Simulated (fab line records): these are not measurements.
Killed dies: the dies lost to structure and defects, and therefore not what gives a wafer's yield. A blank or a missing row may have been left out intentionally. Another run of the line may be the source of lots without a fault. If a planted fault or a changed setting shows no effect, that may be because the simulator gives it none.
fab line records + flow n5_finfet
record:
- lots: 4
- wafers: 10
- last_day: 17
route steps=1938 shown BEOL_M4@1099 BEOL_M5@1112 MIM_TOP_ETCH@1853 PASSIVATION@1936
lots with no fault: from the same line, run without faults
start_h: hours from the record's first day to the start of the lot's first wafer shown + wait_h: hours since the lot's step before + " identical to the entry in the row above + L1.1+2: a single row standing in for several wafers + - either no value or no given start + * or withheld: withheld + < > ~ a bound
route shown NAME@n: NAME is a module with steps in the file, n the number in the route of the first one + usual: average and standard deviation across the fault-free wafers + same: alike in all rows + chamber/n: place in a boat + sites: per-site readings + _std_site: the standard deviation of these + _edge_site: mean of outer sites minus mean of inner sites + radius_mm: how far each site lies from the wafer's centre + mask NAME#n: copy n + behind: tool/chamber where the wafer was last shaped + hold: why the lot went on hold/how many hours it stayed there/how the hold came to an end + device: names the non-switching transistor (n, p or np) + end of line: the route-end tests of the same wafers + a step without rows: its recipe alone + killed: dies lost to structure and defects at the first sort, not the wafer's yield + map: per-die view of a wafer (x killed, . not killed, _ where there is no die)
set.NAME: the run value of the setting; set.NAME@STEP: its run value at that earlier step + model.NAME: the simulator's own value behind a step, which no gauge read
lots at selected steps of the route; one table per step, one row per wafer
services: the hour from which a tool's chamber was out of use, counted from the record's first day as start_h (under 0 if before that day), plus the number of hours and why
== steps ==
step: N5_BEOL_M4_ANNEAL_95
recipe:
- temp_c: 400
- time_s: 240
- ambient: vacuum
step: N5_BEOL_M4_SPUTTER_96
recipe:
- material: Cu
- target_thk_a: 45
- temp_c: -20
- chamber_pressure_pa: 0.07
- power_w: withheld
- time_s: 8.29
step: N5_BEOL_M4_ECD_50
recipe:
- material: Cu
- target_thk_a: 3000
step: N5_BEOL_M4_ANNEAL_51
recipe:
- temp_c: 225
- time_s: 90
- ambient: N2
step: N5_BEOL_M4_CMP_52
recipe:
- stop_on: SiOC
- t_overpolish_s: 6.8
- down_force_psi: 1
- platen_rpm: 50
- clearing_platen_down_force_psi: 1.5
- clearing_platen_rpm: 50
- post_cmp_clean: cu_alkaline
- target_thk_nm: 40
- clearing_platen_pad_velocity_m_s: 0.99484
- pad_velocity_m_s: 0.99484
step: N5_BEOL_M4_PRE_CLEAN_60
recipe:
- gas: NH3/H2
- time_s: 15
- temp_c: *
- rf_power_w: 300
step: N5_BEOL_M4_CO_CAP_55
recipe:
- material: Co
- target_thk_a: 20
- temp_c: 200
- precursor: CCTBA/H2
- pressure_torr: 30
- time_s: 102.1
step: N5_BEOL_M4_PRE_CLEAN_56
recipe:
- gas: NH3
- time_s: 15
- temp_c: withheld
- rf_power_w: 300
step: N5_BEOL_M4_DEP_57
recipe:
- material: SiCN
- target_thk_a: 80
- temp_c: withheld
- precursor: 3MS/NH3
- pressure_torr: 3
- rf_w: 202
- time_s: 14
step: N5_BEOL_M4_RC_MEAS_101
usual:
- DIBL_N: 36.6/1.7
- DIBL_P: 36.7/2
- IOFF_N: 0.16/0.033
- IOFF_P: 0.22/0.04
- ION_N: 673/12
- ION_P: 463/7.9
- SS_N: 71.7/0.58
- SS_P: 73.3/0.64
- VT_N: 249/3.3
- VT_P: -249/3.1
| lot.wafer | tool      | chamber | start_h | wait_h | DIBL_N[mV/V] | DIBL_P[mV/V] | IOFF_N[nA/um] | IOFF_P[nA/um] | ION_N[uA/um] | ION_P[uA/um] | SS_N[mV/dec] | SS_P[mV/dec] | VT_N[mV] | VT_P[mV] |
|-----------|-----------|---------|---------|--------|--------------|--------------|---------------|---------------|--------------|--------------|--------------|--------------|----------|----------|
| L595.2    | prober-01 | 0       | 192.03  | 0.2    | 36.8         | 37.6         | 0.17          | 0.22          | 698          | 472          | 72.0         | 73.5         | 248      | -249     |
| L595.3    | "         | 0       | "       | "      | 32.6         | 32.0         | 0.10          | 0.15          | 653          | 455          | 70.7         | 72.0         | 254      | -252     |
| L595.5    | "         | 0       | "       | "      | 35.9         | 35.8         | 0.16          | 0.20          | 688          | 472          | 71.5         | 71.9         | 248      | -250     |
| L605.2    | prober-02 | 0       | 248.02  | 0.2    | 36.7         | 35.5         | 0.15          | 0.20          | 668          | 457          | 72.3         | 73.4         | 252      | -250     |
| L605.5    | "         | 0       | "       | "      | 36.0         | 32.9         | 0.14          | 0.18          | 661          | 457          | 72.1         | 72.1         | 250      | -249     |
| L606.1    | prober-01 | 0       | 278.75  | 0.0    | 35.0         | 36.1         | 0.15          | 0.20          | 687          | 473          | 71.0         | 72.6         | 246      | -251     |
| L606.2    | "         | 0       | "       | "      | 38.2         | 38.7         | 0.19          | 0.24          | 675          | 466          | 72.4         | 72.7         | 247      | -248     |
| L611.1    | prober-02 | 0       | 311.65  | 0.0    | 39.1         | 38.5         | 0.20          | 0.29          | 677          | 474          | 72.7         | 73.8         | 249      | -244     |
| L611.2    | "         | 0       | "       | "      | 36.7         | 36.4         | 0.16          | 0.26          | 685          | 479          | 71.5         | 73.4         | 248      | -242     |
| L611.4    | "         | 0       | "       | "      | 36.7         | 35.6         | 0.16          | 0.25          | 680          | 469          | 71.8         | 73.6         | 248      | -247     |
step: N5_BEOL_M5_ILD_DEP_00
recipe:
- material: SiCOH_lowk
- target_thk_a: 1406.4
- temp_c: 300
- precursor: DEMS/porogen
- pressure_torr: 5
- rf_w: 500
- time_s: 25.9
step: N5_BEOL_M5_CURE_79
recipe:
- temp_c: 385
- time_s: 240
- ambient: He/Ar
- material: SiCOH_lowk
step: N5_BEOL_M5_PECVD_70
recipe:
- material: SiO2
- target_thk_a: 160
- temp_c: 400
- precursor: TEOS/O2
- pressure_torr: 5.5
- rf_w: 450
- teos_flow_sccm: 53.8
- gas: O2
- flow_sccm: 3000
- time_s: 18
step: N5_BEOL_M5_HM_DEP_02
recipe:
- material: TiN
- target_thk_a: 200
- temp_c: 25
- chamber_pressure_pa: 0.49996
step: N5_BEOL_M5_COAT_59
recipe:
- resist: SOC
- temp_c: 250
- time_s: 60
- spin_rpm: 1500
- resist_thk_nm: 60
step: N5_BEOL_M5_COAT_60
recipe:
- resist: SiARC
- temp_c: 220
- time_s: 60
- spin_rpm: 1500
- resist_thk_nm: 12
step: N5_BEOL_M5_COAT_71
recipe:
- resist: underlayer
- temp_c: 205
- time_s: 60
- spin_rpm: 1500
- resist_thk_nm: 5
step: N5_BEOL_M5_COAT_05
recipe:
- resist: CAR-EUV
- spin_rpm: 1500
- resist_thk_nm: 30
step: N5_BEOL_M5_EBR_07
recipe:
- solvent: PGMEA
- ebr_width_mm: 1.5
step: N5_BEOL_M5_SOFTBAKE_06
recipe:
- temp_c: 110
- time_s: 60
- resist: CAR-EUV
step: N5_BEOL_M5_EXPOSE_08
recipe:
- mask_id: M5
- na: 0.33
- source_shape: annular
- sigma_inner: 0.4
- sigma_outer: 0.8
- polarization: unpolarized
- target_cd_nm: 28
- dose_mj: 35.75
step: N5_BEOL_M5_PEB_09
recipe:
- peb_temp_c: 100
- peb_time_s: 60
- resist: CAR-EUV
step: N5_BEOL_M5_DEVELOP_10
recipe:
- develop_time_s: 30
- developer: TMAH
- resist: CAR-EUV
- rinse_liquid: surfactant_rinse
- dry: air_spin
- dev_temp_c: 23
step: N5_BEOL_M5_DESCUM_16
recipe:
- chemistry: O2
- time_s: 7
- source_power_w: 50
- bias_power_w: 20
- pressure_mtorr: 20
- rf_frequency_hz: 2.712e+07
- temp_c: 40
- resist: CAR-EUV
- o2_flow_sccm: 225
step: N5_BEOL_M5_ETCH_72
recipe:
- chemistry: N2/H2
- target: underlayer
- target_depth_a: 65
- mask_material: CAR-EUV
- time_s: 5.2
- ion_energy_ev: 200
- pressure_mtorr: 30
- source_w: 840
- bias_w: 150
- n2_flow_sccm: 200
- h2_flow_sccm: 200
- ends: cleared
step: N5_BEOL_M5_ETCH_61
recipe:
- chemistry: CF4
- target: SiARC
- target_depth_a: 156
- mask_material: CAR-EUV
- time_s: 26
- ion_energy_ev: 80
- pressure_mtorr: 40
- source_w: 545
- bias_w: 36
- Ar_flow_sccm: 100
- cf4_flow_sccm: 100
- ends: cleared
step: N5_BEOL_M5_ETCH_62
recipe:
- chemistry: N2/H2
- target: SOC
- target_depth_a: 750
- overetch_a: 150
- mask_material: SiARC
- temp_c: 40
- time_s: 112.5
- ion_energy_ev: 200
- pressure_mtorr: 30
- source_w: 840
- bias_w: 150
- n2_flow_sccm: 200
- h2_flow_sccm: 200
step: N5_BEOL_M5_STRIP_63
recipe:
- chemistry: N2/H2
- temp_c: 40
- n2_flow_sccm: 200
- h2_flow_sccm: 200
- rf_frequency_hz: 6e+07
step: N5_BEOL_M5_STRIP_73
recipe:
- chemistry: N2/H2
- temp_c: 40
- n2_flow_sccm: 200
- h2_flow_sccm: 200
- rf_frequency_hz: 6e+07
step: N5_BEOL_M5_STRIP_64
recipe:
- chemistry: CF4
- resist: SiARC
- power_w: 300
- bias_power_w: 75
- pressure_mtorr: 50
- cf4_flow_sccm: 150
- rf_frequency_hz: 6e+07
step: N5_BEOL_M5_HM_OPEN_17
recipe:
- chemistry: Cl2/BCl3
- target_depth_a: 200
- overetch_a: 60
- target: TiN
- mask_material: SOC
- ion_energy_ev: 150
- pressure_mtorr: 10
- icp_w: 1000
- bias_w: 126
- Cl2_flow_sccm: 53.25
- bcl3_flow_sccm: 21.75
- Ar_flow_sccm: 25
step: N5_BEOL_M5_STRIP_19
recipe:
- chemistry: O2
- power_w: 400
- temp_c: 40
- pressure_mtorr: 30
- rf_frequency_hz: 6e+07
- bias_power_w: 0
- overash_fraction: 0.2
- o2_flow_sccm: 225
step: N5_BEOL_M5_COAT_65
recipe:
- resist: SOC
- temp_c: 250
- time_s: 60
- spin_rpm: 1500
- resist_thk_nm: 60
step: N5_BEOL_M5_COAT_66
recipe:
- resist: SiARC
- temp_c: 220
- time_s: 60
- spin_rpm: 1500
- resist_thk_nm: 12
step: N5_MIM_TOP_ETCH_PECVD_03
recipe:
- material: SiNx
- target_thk_a: 200
- temp_c: 400
- precursor: SiH4/NH3/N2
- pressure_torr: 1.5
- rf_w: 300
- time_s: 17.6
usual:
- chamber_pressure_Torr: 1.500/0.0033
- heater_power_w: 751/160
- showerhead_plenum_p_Torr: 5.15/0.084
- throttle_valve_pct: 38.9/2.1
| lot.wafer | tool     | chamber | start_h | wait_h | chamber_pressure_Torr | heater_power_w | showerhead_plenum_p_Torr | since_wet_clean_h | throttle_valve_pct | model.SiNx_of_MIM_TOP_ETCH_PECVD_03.thk_nm |
|-----------|----------|---------|---------|--------|-----------------------|----------------|--------------------------|-------------------|--------------------|--------------------------------------------|
| L595.2    | pecvd-02 | 1       | 299.86  | -      | 1.497                 | 643            | 5.16                     | 1910              | 41.2               | 20.2                                       |
| L595.3    | "        | 0       | "       | "      | 1.503                 | 552            | 5.24                     | 1185              | 39.7               | 19.6                                       |
| L595.5    | "        | 2       | "       | "      | 1.503                 | 964            | 5.15                     | -                 | 35.4               | 20                                         |
| L605.2    | pecvd-02 | 0       | 346.39  | -      | 1.503                 | 614            | 5.24                     | 1232              | 39.9               | 19.8                                       |
| L605.5    | "        | 2       | "       | "      | 1.496                 | 945            | 5.15                     | -                 | 35.6               | 27                                         |
| L606.1    | pecvd-02 | 0       | 365.11  | -      | 1.497                 | 673            | 5.23                     | 1250              | 39.7               | 26.8                                       |
| L606.2    | "        | 1       | "       | "      | 1.499                 | 740            | 5.15                     | 1975              | 41.4               | 19.8                                       |
| L611.1    | pecvd-04 | 1       | 398.49  | -      | 1.496                 | 907            | 5.16                     | 1827              | 39.0               | 20                                         |
| L611.2    | "        | 2       | "       | "      | 1.502                 | 593            | 4.93                     | 348               | 39.1               | 20                                         |
| L611.4    | "        | 2       | "       | "      | 1.502                 | 585            | 4.92                     | -                 | 39.4               | 20.2                                       |
step: N5_PASSIVATION_PROBE_49
usual:
- defect_limited_yield: 91.1/1.4
- killed_at_M0_to_M3: 34/11
- killed_at_M4_up: 14/5.7
- killed_at_contacts: 14/6.9
- killed_at_front_end: 40/11
- killed_at_other: 4/3.1
- killed_dies: 105/17
- killed_on_rim: 14/4.1
- killed_open: 70/13
- killed_short: 34/7.6
- sort_bin_5_function: 5.3/0.95
- sort_bin_6_memory: 3.3/0.64
- sort_n_pass: 1075/17
- sort_yield_pct: 91.1/1.4
same:
- gross_dies: 1180
- killed_at_back_side: 0
- sort_bin_4_leakage[%]: 0
- sort_bin_8_speed[%]: 0
| lot.wafer | tool      | chamber | start_h | wait_h | defect_limited_yield[%] | killed_at_M0_to_M3 | killed_at_M4_up | killed_at_contacts | killed_at_front_end | killed_at_other | killed_dies | killed_on_rim | killed_open | killed_short | sort_bin_5_function[%] | sort_bin_6_memory[%] | sort_n_pass | sort_yield_pct[%] |
|-----------|-----------|---------|---------|--------|-------------------------|--------------------|-----------------|--------------------|---------------------|-----------------|-------------|---------------|-------------|--------------|------------------------|----------------------|-------------|-------------------|
| L605.2    | prober-01 | -       | 358.88  | 0.1    | 90.1                    | 36                 | 28              | 11                 | 41                  | 1               | 117         | 15            | 83          | 31           | 5.4                    | 4.3                  | 1063        | 90.1              |
| L605.5    | prober-01 | -       | 359.03  | 0.2    | 2.6                     | 30                 | 15              | 3                  | 20                  | 1081            | 1149        | 124           | 56          | 14           | 4.1                    | 1.8                  | 31          | 2.6               |
| L606.1    | prober-01 | -       | 374.76  | 0.0    | 2.3                     | 37                 | 17              | 19                 | 39                  | 1041            | 1153        | 128           | 78          | 32           | 5.8                    | 3.3                  | 27          | 2.3               |
killed by level:class
L605.2 BEOL_M4:geometric_particle:open=14 FIN_SAQP:geometric_particle:open=12 MOL_CONTACT_COAG:geometric_particle:open=11 FIN_SAQP:geometric_particle:short=10 BEOL_M3:geometric_particle:open=9 BEOL_M2:geometric_particle:open=8 BEOL_M0_SAQP:geometric_particle:open=5 BEOL_M0_SAQP:geometric_particle:short=4
L605.5 MIM_TOP_ETCH:area_pecvd=1079 BEOL_M4:geometric_particle:open=12 BEOL_M1:geometric_particle:open=11 BEOL_M2:geometric_particle:open=7 STI_FIN_REVEAL:geometric_particle:open=5 BEOL_M0_SAQP:geometric_particle:open=4 BEOL_M3:geometric_particle:open=4 MOL_CONTACT_COAG:geometric_particle:open=3
L606.1 MIM_TOP_ETCH:area_pecvd=1040 MOL_CONTACT_COAG:geometric_particle:open=16 BEOL_M3:geometric_particle:open=11 BEOL_M4:geometric_particle:open=10 ILD0:geometric_particle:short=7 BEOL_M0_SAQP:geometric_particle:open=7 STI_FIN_REVEAL:geometric_particle:open=5 FIN_SAQP:geometric_particle:short=4
map L605.5 (x killed, . not)
_________________xxxxxxxxxxxx________________
______________.x.xxxxxxxxxxx.xxx_____________
___________.xxxxxxxxxxxxxxxxxxxxx.x__________
__________.xxxxxxxxxxxxxxxxxxxxxxxxx_________
________x.xxxxxxxxxxxxxxxxxxxxxxxxxxxx_______
_______xxxxxxxxxxxxxxxxxxxxxxxxxxxxxxxx______
______xxxxxxxxxxxxxxxxxxxxxxxxxxxxxxxx.x_____
_____.xxxxxxxxxxxxxxxxxxxxxxxxxxxxxxxxxxx____
____xxxxxxxxxxxxxxxxxxxxxxxxxxxxxxxxxxxx..___
___xxxxxxxxxxxxxxxxxxxxxxxxxxxxxxxxxxxxxxxx__
___xxxxxxxxxxxxxxxxxxxxxxxxxxxxxxxxxxxxxxx.__
__xxxxxxxxxxxxxxxxxxxxxxxxxxxxxxxxxxxxxxxxx._
__xxxxxxxxxxxxxxxxxxxxxxxxxxxxxxxxxxxxxxxxxx_
_xxxxxxxxxxxxxxxxxxxxxxxxxxxxxxxxxxxxxxxxxxxx
_xxxxxxxxxxxxxxxxxxxxxxxxxxxxxxxxxxxxxxxxxxxx
_.xxxxxxxxxxxxxxxxxxxxxxxxxxxxxxxxxxxxxxxxxx.
_xxxxxxxxxxxxxxxxxxxxxxxxxxxxxxxxxxxxxxxxxxxx
_xxxxxxxxxxxxxxxxxxxxxxxxxxxxxxxxxxxxxxxxxxxx
_xxxxxxxxxxxxxxxxxxxxxxxxxxxxxxxxxxxxxxxxxxxx
_xxxxxxxxxxxxxxxxxxxxxxxxxxxxxxxxxxxxxxxxxxxx
_..xxxxxxxxxxxxxxxxxxxxxxxxxxxxxxxxxxxxxxxxxx
__xxxxxxxxxxxxxxxxxxxxxxxxxxxxxxxxxxxxxxxx.x_
__xxxxxxxxxxxxxxxxxxxxxxxxxxxxxxxxxxxxxxxxx._
___xxxxxxxxxxxxxxxxxxxxxxxxxxxxxxxxxxxxx.xx__
___xxxxxxxxxxxxxxxxxxxxxxxxxxxxxxxxxxxxxxx.__
____.xxxxxxxxxxxxxxxxxxxxxxxxxxxxxxxxxxxxx___
_____xxxxxxxxxxxxxxxxxxxxxxxxxxxxxxxxxxxx____
______x.xxxxxxxxxxxxxxxxxxxxxxxxxxxxxxxx_____
_______xxxxxxxxxxxxxxxxxxxxxxxxxxxxxxxx______
________xxxxxxxxxxxxxxxxxxxxxxxxxxxxx._______
__________xxxxxxxxxxxxxxxxxxxxxxx.x._________
___________.xxxxxxxxxxxxxxxxxxxxxx.__________
______________xxxxxxxxxxxxxxxxxx_____________
_________________.xxxxxxxxx..________________
map L606.1 (x killed, . not)
_________________xxxxx.xx..xx________________
______________xxxx.xxxxxxx.xxxxx_____________
___________xxxxxxxxxxxxxxxxxxxxxxxx__________
__________xxxxxxxxxxxxxxxxxxxxxxxx.._________
________.xxxxxxxxxxxxxxxxxxxxxxxxxxxxx_______
_______x.xxxxxxxxxxxxxxxxxxxxxxxxxxxx..______
______xxxxxxxxxxxxxxxxxxxxxxxxxxxxxxxxxx_____
_____xxxxxxxxxxxxxxxxxxxxxxxxxxxxxxxxxxxx____
____xxxxxxxxxxxxxxxxxxxxxxxxxxxxxxxxxxxxx.___
___.xxxxxxxxxxxxxxxxxxxxxxxxxxxxxxxxxxxxxx.__
___xxxxxxxxxxxxxxxxxxxxxxxxxxxxxxxxxxxxxxxx__
__xxxxxxxxxxxxxxxxxxxxxxxxxxxxxxxxxxxxxxxxxx_
__xxxxxxxxxxxxxxxxxxxxxxxxxxxxxxxxxxxxxxxxxx_
_.xxxxxxxxxxxxxxxxxxxxxxxxxxxxxxxxxxxxxxxxxxx
_xxxxxxxxxxxxxxxxxxxxxxxxxxxxxxxxxxxxxxxxxxxx
_.xxxxxxxxxxxxxxxxxxxxxxxxxxxxxxxxxxxxxxxxxxx
_xxxxxxxxxxxxxxxxxxxxxxxxxxxxxxxxxxxxxxxxxxx.
_xxxxxxxxxxxxxxxxxxxxxxxxxxxxxxxxxxxxxxxxxxx.
_xxxxxxxxxxxxxxxxxxxxxxxxxxxxxxxxxxxxxxxxxxx.
_xxxxxxxxxxxxxxxxxxxxxxxxxxxxxxxxxxxxxxxxxxx.
_.xxxxxxxxxxxxxxxxxxxxxxxxxxxxxxxxxxxxxxxxxxx
__xxxxxxxxxxxxxxxxxxxxxxxxxxxxxxxxxxxxxxxxx._
__xxxxxxxxxxxxxxxxxxxxxxxxxxxxxxxxxxxxxxxx.x_
___xxxxxxxxxxxxxxxxxxxxxxxxxxxxxxxxxxxxxxxx__
___xxxxxxxxxxxxxxxxxxxxxxxxxxxxxxxxxxxxxxxx__
____xxxxxxxxxxxxxxxxxxxxxxxxxxxxxxxxxxxxxx___
_____xxxxxxxxxxxxxxxxxxxxxxxxxxxxxxxxxxxx____
______xxxxxxxxxxxxxxxxxxxxxxxxxxxxxxxxxx_____
_______xxxxxxxxxxxxxxxxxxxxxxxxxxxxxxxx______
________.xxxxxxxxxxxxxxxxxxxxxxxxxxxxx_______
__________xxxxxxxxxxxxxxxxxxxxxxxxxx_________
___________xxxxxxxxxxxxxxxxxxxxxxxx__________
______________xxxxxxxxxxx.xxxx.._____________
_________________xxxxxxxxxxxx________________
== services ==
| tool     | chamber | start_h | hours | kind           |
|----------|---------|---------|-------|----------------|
| pecvd-02 | -       | 276.17  | 1.1   | repair         |
| pecvd-04 | 1       | 293.87  | 2.1   | scheduled_down |
| pecvd-02 | -       | 308.00  | 1.4   | repair         |
| pecvd-04 | 0       | 323.42  | 2.1   | scheduled_down |
== key ==
first_sign:
- step: N5_PASSIVATION_PROBE_49
- reading: killed_at_other
- direction: up
- sigmas: 99+
- usual: 4
- struck: 1061
effect:
- step: N5_PASSIVATION_PROBE_49
- reading: defect_limited_yield
- direction: down
- sigmas: 63
- usual: 91.1
- struck: 2.5
model_effect:
- step: N5_MIM_TOP_ETCH_PECVD_03
- value: SiNx_of_MIM_TOP_ETCH_PECVD_03.thk_nm
- without: 20.1
- struck: 26.9
more_kills_born_at:
- N5_MIM_TOP_ETCH_PECVD_03@pecvd-02: 2119
met_at N5_MIM_TOP_ETCH_PECVD_03
struck_wafers L605.5,L606.1
later_rows_left_out L605.5,L606.1
onset_between 299.86 346.39
fault:
- kind: process_parameter_drift
- tool: pecvd-02
- chamber: -
- onset_h: 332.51
- steps: N5_MIM_TOP_ETCH_PECVD_03
- channel: time_s
- offset: *
- shape: step
- end_h: 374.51
- scope: struck_wafers_only
- acts_in: *
- stated: *
later_rows_left_out: the simulator's readings of these wafers behind a module that went badly wrong aren't trusted and aren't shown, but for the sort
